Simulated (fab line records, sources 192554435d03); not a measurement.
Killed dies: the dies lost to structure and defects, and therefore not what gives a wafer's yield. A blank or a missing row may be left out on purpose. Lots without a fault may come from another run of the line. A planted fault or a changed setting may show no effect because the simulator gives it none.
Chamber matching -- flow n5 finfet -- 4 sister chambers for N5_BEOL_M10_ETCH_65 on rie diel-03
The step etches SiARC in CF4, target depth 39 nm, time 65 s. 8 wafers are shown with their chamber, then 8 later ones without.

EACH WAFER AND ITS CHAMBER
wafer,chamber,showerhead plenum p Torr (Torr),etch rf on time s (s)
L078.3,2,2.12,65.2
L081.6,3,2.25,65.6
L082.2,0,2.05,64.2
L082.5,3,2.25,65.9
L085.1,2,2.12,65.7
L085.2,0,2.04,64.2
L085.3,1,2.19,63.9
L089.1,1,2.19,63.5

WAFERS WITHOUT THEIR CHAMBER
wafer,showerhead plenum p Torr (Torr),etch rf on time s (s)
L089.2,2.04,64.5
L089.6,2.19,63.3
L092.1,2.24,65.5
L092.2,2.04,63.8
L092.5,2.11,65.3
L093.1,2.11,66.5
L093.2,2.04,64.8
L093.5,2.24,66.4

WHICH CHAMBER EACH WENT THROUGH
wafer,from the rows above,in truth
L089.2,0,0
L089.6,1,1
L092.1,3,3
L092.2,0,0
L092.5,2,2
L093.1,2,2
L093.2,0,0
L093.5,3,3
Correctly placed: 8 of 8. From these rows, 0 cannot be placed. Placed wrongly: 0.
How it was worked out, from the rows above alone: a wafer's distance from a chamber is the root of the sum, over the readings, of the square of ((its reading less the chamber's mean) divided by the reading's scatter). If the next closest chamber is less than 2 further off than the closest, the wafer can't be placed; otherwise it belongs to the closest. A chamber's mean is the mean of its shown wafers. The scatter: take each reading less its chamber's mean, square it, sum over the shown wafers, divide by the number of wafers less the number of chambers, and take the root.
